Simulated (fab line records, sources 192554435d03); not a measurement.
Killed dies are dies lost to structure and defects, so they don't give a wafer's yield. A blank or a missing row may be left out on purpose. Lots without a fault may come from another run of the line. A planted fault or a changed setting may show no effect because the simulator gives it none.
A struck lot beside a sound one | flow n5_finfet | 42 steps out of a route of 1938
Sound: wafers L746.1, L746.4, L746.5. Struck: wafers L767.3, L767.5. (L767.1 of the same lot was not struck and is left out.) The cause comes at the end.
At each step with rows: each side's tool, then ch and its chambers, then its first start. Under that, the readings that differ: sound wafers | struck wafers | difference of the means | sigmas: that difference in standard deviations of wafers without a fault.
alike: readings whose means differ by less than 2 such deviations, and words and numbers that are the same on both sides. not compared: withheld readings, readings that some wafer has no value for, bounds like >300 that may hide the same value, and numbers for which the record gives no deviation and whose values overlap.
The two part at a step that has a row with sigmas, a row that says differs or no value, or rows on one side only. Numbers that don't overlap but have no deviation are shown without sigmas and don't part them. A reading that every wafer of one side lacks parts them only if that side has two wafers or more.

first, 11 steps without rows for these wafers: N5_GATE_CUT_ETCHBACK_00 (etches W in SF6/Cl2); N5_GATE_CUT_ETCH_56 (etches TiN in Cl2/Ar, target depth 21.6 nm); N5_GATE_CUT_ETCHBACK_30 (etches TiN in Cl2/Ar, target depth 3 nm); N5_GATE_CUT_VAPOR_ETCH_60 (etches HfO2 in BCl3/Cl2); N5_GATE_CUT_ETCH_58 (etches SiNx in CH3F/O2, target depth 17 nm, time 128.6 s); N5_GATE_CUT_STRIP_59 (strips in N2/H2, time 20 s); N5_GATE_CUT_PRECLEAN_31 (cleans in DIW, time 300 s); N5_GATE_CUT_SRD_32 (time 30 s); N5_GATE_CUT_SAC_CAP_01 (material SiNx, target thk 24 nm, pulse time 1 s, ald cycles 480); N5_GATE_CUT_PECVD_57 (deposits SiNx from SiH4/NH3/N2, target thk 21 nm); N5_GATE_CUT_CMP_02 (polishes, stops on SiO2, t overpolish 12.7 s, target thk 0 nm).
N5_GATE_CUT_HM_DEP_46: deposits SiO2 from TEOS/O2, target thk 130 nm, time 26.6 s.
  sound on pecvd-01 ch 0,2, day 4 16:55; struck on pecvd-01 ch 0,1, day 9 17:42
  reading                                      | sound             | struck | difference | sigmas
  model.SiO2_of_GATE_CUT_HM_DEP_46.thk_nm (nm) | 127.4 129.6 130.8 | 42 42  | -87        |
  alike: chamber_pressure_Torr, heater_power_w, showerhead_plenum_p_Torr, showerhead_vpp_V, throttle_valve_pct
then, 15 steps without rows for these wafers: N5_GATE_CUT_COAT_34 (time 60 s, resist thk 60 nm); N5_GATE_CUT_COAT_35 (time 60 s, resist thk 10 nm); N5_GATE_CUT_COAT_27 (time 60 s, resist thk 10 nm); N5_GATE_CUT_COAT_07 (resist thk 30 nm); N5_GATE_CUT_EBR_09; N5_GATE_CUT_SOFTBAKE_08 (time 60 s); N5_GATE_CUT_EXPOSE_10 (exposes mask GATE CUT, target cd 20 nm); N5_GATE_CUT_PEB_11 (peb time 60 s); N5_GATE_CUT_DEVELOP_12 (develop time 30 s); N5_GATE_CUT_DESCUM_18 (chemistry O2, time 7 s); N5_GATE_CUT_ETCH_28 (etches underlayer in N2/H2, target depth 13 nm, time 10.4 s); N5_GATE_CUT_ETCH_36 (etches SiARC in CF4, target depth 13 nm, time 21.7 s); N5_GATE_CUT_ETCH_37 (etches SOC in N2/H2, target depth 60 nm, overetch 12 nm, time 90 s); N5_GATE_CUT_STRIP_38 (strips in N2/H2); N5_GATE_CUT_STRIP_39 (strips in N2/H2).
N5_GATE_CUT_HM_OPEN_40: chemistry C4F6/O2, target SiO2, target depth 139 nm, time 85.1 s.
  sound on rie_diel-06 ch 1,2, day 4 17:40; struck on rie_diel-04 ch 2, day 9 18:20
  reading                                   | sound             | struck      | difference | sigmas
  etch_rf_on_time_s (s)                     | 92.7 93.3 94.5    | 29.8 29.8   | -63.7      | -37
  oes_product_au (a.u.)                     | 0.68 0.69 0.67    | 0.85 0.85   | +0.17      | +2
  model.etch.depth_nm (nm)                  | 127.4 129.6 130.8 | 41.92 41.92 | -87.35     |
  model.SOC_of_GATE_CUT_COAT_34.thk_nm (nm) | 33.4 33 32.8      | 51.2 51.2   | +18.1      |
  model.GATE_CUT.cd_nm (nm)                 | 20.2 20.2 20.2    | 19.8 19.8   | -0.4       |
  alike: chamber_pressure_mTorr, drypump_motor_current_A, rf_vpp_V, showerhead_plenum_p_Torr, throttle_valve_pct
  not compared: rf_hours_counter_h
then, 6 steps without rows for these wafers: N5_GATE_CUT_STRIP_41 (strips in CF4); N5_GATE_CUT_STRIP_42 (strips in O2); N5_GATE_CUT_ETCH_19 (etches SiNx in CH3F/O2, target depth 53.7 nm, time 76.7 s); N5_GATE_CUT_CUT_ETCH_53 (etches W in SF6/Cl2, target depth 79.2 nm); N5_GATE_CUT_CUT_ETCH_54 (etches TiN in Cl2/BCl3, target depth 96.7 nm); N5_GATE_CUT_CUT_ETCH_55 (etches HfO2 in BCl3, target depth 3.2 nm).
N5_GATE_CUT_ETCH_47: etches SiO2 in Cl2/BCl3, target depth 10 nm.
  sound on rie_metal-03 ch 0,1, day 4 18:02; struck on rie_metal-02 ch 0,1, day 9 18:43
  reading                   | sound          | struck    | difference | sigmas
  model.GATE_CUT.cd_nm (nm) | 20.2 20.6 20.4 | 19.6 19.2 | -1.0       |
  alike: chamber_pressure_mTorr, drypump_motor_current_A, oes_product_au, throttle_valve_pct
  not compared: rf_hours_counter_h
then, 3 steps without rows for these wafers: N5_GATE_CUT_VAPOR_ETCH_48 (etches TiN in BCl3/Cl2); N5_GATE_CUT_VAPOR_ETCH_49 (etches TiAlC in BCl3/Cl2); N5_GATE_CUT_VAPOR_ETCH_51 (etches HfO2 in BCl3/Cl2).
N5_GATE_CUT_THK_MEAS_24:
  sound on film_metro-02, day 4 20:08; struck on film_metro-01, day 9 20:47
  reading          | sound             | struck      | difference | sigmas
  GC_FILL_THK (nm) | 217.4 220.1 221.1 | 129.2 132.1 | -88.9      | -44
N5_GATE_CUT_CMP_43: polishes SiO2.
  sound on cmp-02 ch 0,1,3, day 4 20:19; struck on cmp-02 ch 2,3, day 9 20:54
  reading                                      | sound   | struck  | difference | sigmas
  model.SiO2_of_GATE_CUT_HM_DEP_46.thk_nm (nm) | 4.8 5 5 | 0.8 0.8 | -4.1       |
  alike: motor_current_A
-- the record jumps here: 4 days lie between the struck wafers' starts before and after (it left off in module GATE_CUT and takes up again in module BEOL_M4, whose first step shown is number 1111 of the route) --
N5_BEOL_M4_RC_MEAS_101:
  sound on prober-02 ch 0, day 7 22:27; struck on prober-02 ch 0, day 13 12:50
  alike: DIBL_N, DIBL_P, IOFF_N, IOFF_P, ION_N, ION_P, SS_N, SS_P, VT_N, VT_P
N5_PASSIVATION_PROBE_49:
  the record has rows for the sound wafers here (prober-02, day 12 00:19) and none for the struck ones

WHERE THEY PART
First at N5_GATE_CUT_HM_OPEN_40; last, within this record, at N5_PASSIVATION_PROBE_49.

WHY: what the simulator had put in
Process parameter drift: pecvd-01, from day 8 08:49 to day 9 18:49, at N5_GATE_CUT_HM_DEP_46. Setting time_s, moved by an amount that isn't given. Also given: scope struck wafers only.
